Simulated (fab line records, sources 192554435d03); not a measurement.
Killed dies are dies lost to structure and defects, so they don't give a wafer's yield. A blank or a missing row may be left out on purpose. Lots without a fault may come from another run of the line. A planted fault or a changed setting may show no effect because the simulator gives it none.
Which tool did it? | flow n5_finfet | 11 lots, 31 wafers sampled, at 5 steps of a route of 1938

WHAT THE GAUGES READ, wafer by wafer
The record holds no reading of a measuring or inspecting step that can be judged against a usual standard deviation.

WHICH TOOL RAN EACH LOT (tool, then ch and the chambers of the sampled wafers, then the start)
lot  | N5_BEOL_M4_SPUTTER_79        | N5_MIM_BOT_ETCH_ETCH_04            | N5_PASSIVATION_PECVD_01         | N5_PASSIVATION_PASS_ETCH_74        | N5_PASSIVATION_PROBE_49
L830 | pvd_sputter-01, day 8 05:18  | rie_diel-06 ch 1,2,3, day 12 21:18 | pecvd-04 ch 0,1, day 12 22:10   | rie_diel-02 ch 0,2, day 13 00:08   | -
L832 | pvd_sputter-02, day 8 11:19  | rie_diel-04 ch 0,1, day 13 20:20   | pecvd-03 ch 0,1,2, day 13 21:11 | rie_diel-02 ch 0,1, day 13 23:52   | -
L831 | pvd_sputter-01, day 8 14:18  | rie_diel-04 ch 0,2,3, day 13 03:08 | pecvd-01 ch 0,1,2, day 13 04:05 | rie_diel-01 ch 0,1,3, day 13 05:05 | -
L836 | pvd_sputter-02, day 9 15:06  | rie_diel-05 ch 0,1,3, day 14 03:20 | pecvd-01 ch 0,2, day 14 04:24   | rie_diel-01 ch 0,2, day 14 05:37   | -
L838 | pvd_sputter-02, day 9 16:56  | rie_diel-06 ch 0,1, day 14 04:47   | pecvd-03 ch 0,1,2, day 14 05:58 | rie_diel-01 ch 1,2, day 14 06:29   | -
L841 | pvd_sputter-02, day 10 10:23 | rie_diel-05 ch 0,1,2, day 14 22:11 | pecvd-03 ch 0,1,2, day 14 23:02 | rie_diel-01 ch 1,3, day 15 01:07   | prober-01, day 15 07:51
L843 | pvd_sputter-02, day 11 11:47 | rie_diel-06 ch 0,1,2, day 15 13:31 | pecvd-04 ch 0,1,2, day 15 14:30 | rie_diel-01 ch 1,2,3, day 15 15:26 | prober-02, day 15 22:22
L842 | pvd_sputter-03, day 11 19:09 | rie_diel-04 ch 0,3, day 16 04:19   | pecvd-01 ch 1,2, day 16 05:10   | rie_diel-02 ch 1,2, day 16 06:33   | -
L850 | pvd_sputter-02, day 13 22:19 | rie_diel-05 ch 0,1,2, day 17 20:59 | pecvd-01 ch 1,2, day 17 21:58   | rie_diel-03 ch 0,1,3, day 17 22:43 | -
L852 | pvd_sputter-02, day 14 17:41 | rie_diel-05 ch 1,2, day 19 05:36   | pecvd-03 ch 1,2, day 19 06:35   | rie_diel-01 ch 0,3, day 19 07:40   | -
L853 | pvd_sputter-01, day 14 20:58 | rie_diel-04 ch 0,1, day 19 05:50   | pecvd-01 ch 1, day 19 06:47     | rie_diel-02 ch 0,2, day 19 07:36   | -
- N5_BEOL_M4_SPUTTER_79: material Cu, target thk 4.5 nm, time 8.29 s.
- N5_MIM_BOT_ETCH_ETCH_04: etches SiNx in CF4/O2, target depth 26 nm, time 13 s.
- N5_PASSIVATION_PECVD_01: deposits SiNx from SiH4/NH3/N2, target thk 200 nm, time 43.2 s.
- N5_PASSIVATION_PASS_ETCH_74: etches SiNx in CF4/O2, target depth 220 nm, time 110 s.
- N5_PASSIVATION_PROBE_49

WHAT THE TOOLS THEMSELVES READ (means of the sampled wafers that have a number; where no wafer has one, the mark that the record gives instead)
N5_BEOL_M4_SPUTTER_79. Usual: throttle_valve_pct 30.2 %, standard deviation 1.2.
lot  | tool           | throttle_valve_pct (%) | flag
L830 | pvd_sputter-01 | 31.3                   |
L832 | pvd_sputter-02 | 29.1                   |
L831 | pvd_sputter-01 | 31.0                   |
L836 | pvd_sputter-02 | 29.1                   |
L838 | pvd_sputter-02 | 29.2                   |
L841 | pvd_sputter-02 | 29.1                   |
L843 | pvd_sputter-02 | 29.2                   |
L842 | pvd_sputter-03 | 30.3                   |
L850 | pvd_sputter-02 | 29.0                   |
L852 | pvd_sputter-02 | 28.9                   |
L853 | pvd_sputter-01 | 30.6                   |

N5_MIM_BOT_ETCH_ETCH_04. Usual: drypump_motor_current_A 5.6 A, standard deviation 0.47; mfc_ar_sccm 99.98 sccm, standard deviation 0.29; oes_product_au 0.80 a.u., standard deviation 0.082; rf_vpp_V 244 V, standard deviation 6; showerhead_plenum_p_Torr 2.21 Torr, standard deviation 0.074; throttle_valve_pct 15.98 %, standard deviation 0.26.
lot  | tool        | drypump_motor_current_A (A) | mfc_ar_sccm (sccm) | oes_product_au (a.u.) | rf_vpp_V (V) | showerhead_plenum_p_Torr (Torr) | throttle_valve_pct (%) | flag
L830 | rie_diel-06 | 5.6                         | 99.90              | 0.82                  | 244          | 2.19                            | 15.89                  |
L832 | rie_diel-04 | 5.2                         | 99.94              | 0.75                  | 251          | 2.23                            | 15.84                  |
L831 | rie_diel-04 | 5.5                         | 100.02             | 0.77                  | 245          | 2.18                            | 16.07                  |
L836 | rie_diel-05 | 5.7                         | 99.78              | 0.83                  | 242          | 2.19                            | 16.00                  |
L838 | rie_diel-06 | 5.8                         | 100.11             | 0.81                  | 239          | 2.26                            | 16.14                  |
L841 | rie_diel-05 | 5.6                         | 100.09             | 0.81                  | 241          | 2.22                            | 15.92                  |
L843 | rie_diel-06 | 5.5                         | 99.80              | 0.82                  | 242          | 2.20                            | 15.92                  |
L842 | rie_diel-04 | 5.4                         | 99.50              | 0.74                  | 245          | 2.14                            | 16.18                  |
L850 | rie_diel-05 | 5.6                         | 100.09             | 0.78                  | 242          | 2.21                            | 15.98                  |
L852 | rie_diel-05 | 5.2                         | 100.16             | 0.81                  | 244          | 2.27                            | 15.95                  |
L853 | rie_diel-04 | 5.3                         | 99.88              | 0.86                  | 250          | 2.22                            | 15.68                  |

N5_PASSIVATION_PECVD_01. Usual: heater_power_w 394 W, standard deviation 110; showerhead_plenum_p_Torr 8.71 Torr, standard deviation 0.07; throttle_valve_pct 29.2 %, standard deviation 1.4.
lot  | tool     | heater_power_w (W) | showerhead_plenum_p_Torr (Torr) | throttle_valve_pct (%) | flag
L830 | pecvd-04 | 554                | 8.59                            | 31.8                   |
L832 | pecvd-03 | 318                | 8.73                            | 28.0                   |
L831 | pecvd-01 | 391                | 8.70                            | 29.5                   |
L836 | pecvd-01 | 347                | 8.69                            | 29.5                   |
L838 | pecvd-03 | 329                | 8.73                            | 27.9                   |
L841 | pecvd-03 | 358                | 8.73                            | 27.9                   |
L843 | pecvd-04 | 480                | 8.66                            | 30.7                   |
L842 | pecvd-01 | 382                | 8.74                            | 29.2                   |
L850 | pecvd-01 | 336                | 8.74                            | 29.4                   |
L852 | pecvd-03 | 354                | 8.75                            | 27.8                   |
L853 | pecvd-01 | 508                | 8.75                            | 29.3                   |

N5_PASSIVATION_PASS_ETCH_74. Usual: drypump_motor_current_A 5.9 A, standard deviation 0.48; mfc_ar_sccm 100.0 sccm, standard deviation 0.3; oes_product_au 0.83 a.u., standard deviation 0.078; rf_vpp_V 239 V, standard deviation 4.8; showerhead_plenum_p_Torr 2.21 Torr, standard deviation 0.079; throttle_valve_pct 15.87 %, standard deviation 0.23.
lot  | tool        | drypump_motor_current_A (A) | mfc_ar_sccm (sccm) | oes_product_au (a.u.) | rf_vpp_V (V) | showerhead_plenum_p_Torr (Torr) | throttle_valve_pct (%) | flag
L830 | rie_diel-02 | 6.2                         | 100.0              | 0.89                  | 238          | 2.16                            | 15.92                  |
L832 | rie_diel-02 | 5.5                         | 100.2              | 0.81                  | 235          | 2.12                            | 15.99                  |
L831 | rie_diel-01 | 5.9                         | 100.0              | 0.85                  | 239          | 2.23                            | 15.65                  |
L836 | rie_diel-01 | 6.2                         | 99.8               | 0.78                  | 238          | 2.21                            | 15.86                  |
L838 | rie_diel-01 | 5.7                         | 100.0              | 0.82                  | 239          | 2.26                            | 15.77                  |
L841 | rie_diel-01 | 5.7                         | 99.8               | 0.86                  | 238          | 2.27                            | 15.57                  |
L843 | rie_diel-01 | 5.6                         | 99.5               | 0.83                  | 241          | 2.23                            | 15.69                  |
L842 | rie_diel-02 | 5.6                         | 100.1              | 0.95                  | 244          | 2.28                            | 15.94                  |
L850 | rie_diel-03 | 5.8                         | 100.2              | 0.74                  | 238          | 2.23                            | 16.07                  |
L852 | rie_diel-01 | 6.0                         | 100.1              | 0.79                  | 240          | 2.17                            | 15.81                  |
L853 | rie_diel-02 | 6.0                         | 99.8               | 0.81                  | 238          | 2.13                            | 15.97                  |

N5_PASSIVATION_PROBE_49. Usual: defect_limited_yield 91.0 %, standard deviation 1.6; killed_at_M0_to_M3 35, standard deviation 11; killed_at_M4_up 14, standard deviation 5.3; killed_at_contacts 13, standard deviation 6.7; killed_at_front_end 41, standard deviation 12; killed_at_other 3.9, standard deviation 2.7; killed_dies 106, standard deviation 19; killed_open 70, standard deviation 14; killed_short 35, standard deviation 8.8; sort_bin_4_leakage 0.01 %, standard deviation 0.058; sort_bin_5_function 5.3 %, standard deviation 1; sort_bin_6_memory 3.3 %, standard deviation 0.81; sort_n_pass 1073, standard deviation 19; sort_yield_pct 91.0 %, standard deviation 1.6.
lot  | tool      | defect_limited_yield (%) | killed_at_M0_to_M3 | killed_at_M4_up | killed_at_contacts | killed_at_front_end | killed_at_other | killed_dies | killed_open | killed_short | sort_bin_4_leakage (%) | sort_bin_5_function (%) | sort_bin_6_memory (%) | sort_n_pass | sort_yield_pct (%) | flag
L841 | prober-01 | 80.4                     | 35                 | 152             | 10                 | 27                  | 7.0             | 232         | 61          | 27           | 0.00                   | 12.5                    | 4.2                   | 948         | 80.4               | OFF
L843 | prober-02 | 78.6                     | 39                 | 151             | 15                 | 41                  | 5.7             | 252         | 73          | 46           | 0.00                   | 13.8                    | 4.4                   | 928         | 78.6               | OFF

THE ANSWER, worked out from the rows above alone
Rule: a lot is off if the mean of its wafers that have a number lies more than 3 standard deviations from the usual mean. A lot without any number at a reading at which 4 lots or more have one is off too. The other lots that the step has rows for count as sound. The gauges are gone through in route order, then the tools' own readings, and for those a lot's mean is taken as printed above. The first step at which some lot is off is used, and at that step the reading that is off furthest; a lot without a number counts as furthest.
Off: L841, L843, at N5_PASSIVATION_PROBE_49 (killed_at_M4_up). Neither off nor sound, because the step has no rows for them: L830, L832, L831, L836, L838, L842, L850, L852, L853.
A tool fits if, at that step or a process step before it, it ran every lot that is off, and no sound lot after the first of them. Can't be told from this: 2 tools fit, pvd_sputter-02 at N5_BEOL_M4_SPUTTER_79, rie_diel-01 at N5_PASSIVATION_PASS_ETCH_74.

WHAT THE SIMULATOR HAD PUT IN
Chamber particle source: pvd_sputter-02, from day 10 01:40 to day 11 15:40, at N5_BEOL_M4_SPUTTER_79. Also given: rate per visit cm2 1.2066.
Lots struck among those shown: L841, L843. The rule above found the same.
